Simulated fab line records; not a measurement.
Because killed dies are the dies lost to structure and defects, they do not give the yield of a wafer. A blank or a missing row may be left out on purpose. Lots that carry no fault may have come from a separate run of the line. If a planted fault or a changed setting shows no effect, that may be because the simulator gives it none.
Which tool was responsible? || flow nandHarc || 7 lots with 21 wafers sampled at 2 steps, on a route of 1159 steps

WHAT EACH GAUGE READ, for each wafer
NHARC_A_ONON_D1_THK_MEAS_11: measures by ellipsometry.
{"lot": "L140", "measured": "day 8 04:59", "on": "filmMetro-02", "thkNm (nm)": "1007 1010 1008"}
{"lot": "L144", "measured": "day 8 16:17", "on": "filmMetro-02", "thkNm (nm)": "1008 1008 1009"}
{"lot": "L145", "measured": "day 9 00:13", "on": "filmMetro-02", "thkNm (nm)": "1005 1005 1005"}
{"lot": "L147", "measured": "day 9 15:22", "on": "filmMetro-01", "thkNm (nm)": "997 997 998"}
{"lot": "L150", "measured": "day 10 10:01", "on": "filmMetro-02", "thkNm (nm)": "979 979 979"}
{"lot": "L153", "measured": "day 11 02:36", "on": "filmMetro-01", "thkNm (nm)": "1010 1012 1013"}
{"lot": "L158", "measured": "day 12 03:47", "on": "filmMetro-01", "thkNm (nm)": "1480 1478 1479"}

EACH LOT AND THE TOOL THAT RAN IT (in order: tool; ch and the chambers of the sampled wafers; start)
{"lot": "L140", "NHARC_A_ONON_D1_DEP_09": "pecvdOnon-02 ch 0, day 8 04:28"}
{"lot": "L144", "NHARC_A_ONON_D1_DEP_09": "pecvdOnon-02 ch 0, day 8 15:46"}
{"lot": "L145", "NHARC_A_ONON_D1_DEP_09": "pecvdOnon-04 ch 0, day 8 23:49"}
{"lot": "L147", "NHARC_A_ONON_D1_DEP_09": "pecvdOnon-02 ch 0, day 9 14:51"}
{"lot": "L150", "NHARC_A_ONON_D1_DEP_09": "pecvdOnon-02 ch 0, day 10 09:31"}
{"lot": "L153", "NHARC_A_ONON_D1_DEP_09": "pecvdOnon-03 ch 0, day 11 02:08"}
{"lot": "L158", "NHARC_A_ONON_D1_DEP_09": "pecvdOnon-02 ch 0, day 12 03:16"}
- NHARC_A_ONON_D1_DEP_09: target thk 1000 nm.

THE ANSWER, worked out from the rows above alone
Rule: what is usual is taken from the lots themselves. Put in order of their means at a reading, lots are off if they are a third of the lots or fewer, leave a main group of 4 or more, and stand apart from it by a gap of 3 or more times the standard deviation of the main group's means; of several such gaps the widest counts. If all means in a main group match to the digits the tables above print for the reading, that group is not used. A lot without any number at a reading at which 4 lots or more have one is off too. The other lots that the step has rows for count as sound.
Off: L158 (NHARC_A_ONON_D1_THK_MEAS_11, thkNm). The main group has a mean of 1002 nm with a standard deviation of 11.
A tool fits if, at a process step before that reading, it ran every lot that is off, and no sound lot after the first of them. The gauges at NHARC_A_ONON_D1_THK_MEAS_11 are tried like those tools. This does not decide it: 2 tools fit, namely pecvdOnon-02 at NHARC_A_ONON_D1_DEP_09 and filmMetro-01 at NHARC_A_ONON_D1_THK_MEAS_11.

WHAT HAD BEEN PUT IN BY THE SIMULATOR
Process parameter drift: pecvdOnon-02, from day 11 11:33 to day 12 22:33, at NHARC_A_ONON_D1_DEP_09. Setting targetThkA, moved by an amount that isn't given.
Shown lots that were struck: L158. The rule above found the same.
